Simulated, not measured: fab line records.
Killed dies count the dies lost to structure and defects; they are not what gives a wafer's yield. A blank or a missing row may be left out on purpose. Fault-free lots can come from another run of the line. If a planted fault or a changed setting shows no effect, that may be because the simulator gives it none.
Chamber matching || flow nand harc || rie diel-03 running NHARC_A_CONTACT_ETCH_89: 4 sister chambers
The step etches the open film in N2/H2, target depth 260 nm, time 475.3 s. 4 wafers are shown with their chamber, then 11 later ones without.

== WAFERS PAIRED WITH THEIR CHAMBERS ==
{"wafer": "L189.2", "chamber": 2, "drypump motor current A (A)": 6.3}
{"wafer": "L191.2", "chamber": 3, "drypump motor current A (A)": 5.3}
{"wafer": "L191.3", "chamber": 0, "drypump motor current A (A)": 5.4}
{"wafer": "L192.1", "chamber": 1, "drypump motor current A (A)": 5.7}

== WAFERS WHOSE CHAMBER IS MISSING ==
{"wafer": "L192.4", "drypump motor current A (A)": 5.3}
{"wafer": "L192.6", "drypump motor current A (A)": 5.4}
{"wafer": "L193.3", "drypump motor current A (A)": 6.4}
{"wafer": "L193.4", "drypump motor current A (A)": 6.3}
{"wafer": "L193.5", "drypump motor current A (A)": 5.6}
{"wafer": "L194.2", "drypump motor current A (A)": 5.6}
{"wafer": "L194.4", "drypump motor current A (A)": 5.6}
{"wafer": "L194.6", "drypump motor current A (A)": 5.3}
{"wafer": "L196.4", "drypump motor current A (A)": 5.3}
{"wafer": "L196.5", "drypump motor current A (A)": 5.4}
{"wafer": "L196.6", "drypump motor current A (A)": 6.4}

== EACH ONE'S CHAMBER ==
{"wafer": "L192.4", "from the rows above": "can't be placed: 3 or 0", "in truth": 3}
{"wafer": "L192.6", "from the rows above": "can't be placed: 0 or 3", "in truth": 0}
{"wafer": "L193.3", "from the rows above": 2, "in truth": 2}
{"wafer": "L193.4", "from the rows above": 2, "in truth": 2}
{"wafer": "L193.5", "from the rows above": "can't be placed: 1 or 0", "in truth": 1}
{"wafer": "L194.2", "from the rows above": "can't be placed: 1 or 0", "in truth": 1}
{"wafer": "L194.4", "from the rows above": "can't be placed: 1 or 0", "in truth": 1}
{"wafer": "L194.6", "from the rows above": "can't be placed: 3 or 0", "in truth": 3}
{"wafer": "L196.4", "from the rows above": "can't be placed: 3 or 0", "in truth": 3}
{"wafer": "L196.5", "from the rows above": "can't be placed: 0 or 3", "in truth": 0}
{"wafer": "L196.6", "from the rows above": 2, "in truth": 2}
Correctly placed: 3 of 11. Unplaceable from these rows: 8, with the true chamber sitting among the candidates in 8. Wrongly placed: 0.
How it was worked out, from the rows above alone: a wafer's distance from a chamber is the root of the sum, over the readings, of the square of ((its reading less the chamber's mean) divided by the reading's scatter). If the next closest chamber is less than 2 further off than the closest, the wafer can't be placed; otherwise it belongs to the closest. The mean given for a chamber averages the wafers shown for that chamber. The scatter: with one shown wafer a chamber, the root of the mean of the squares of how far each hidden wafer lies from its nearest shown one.
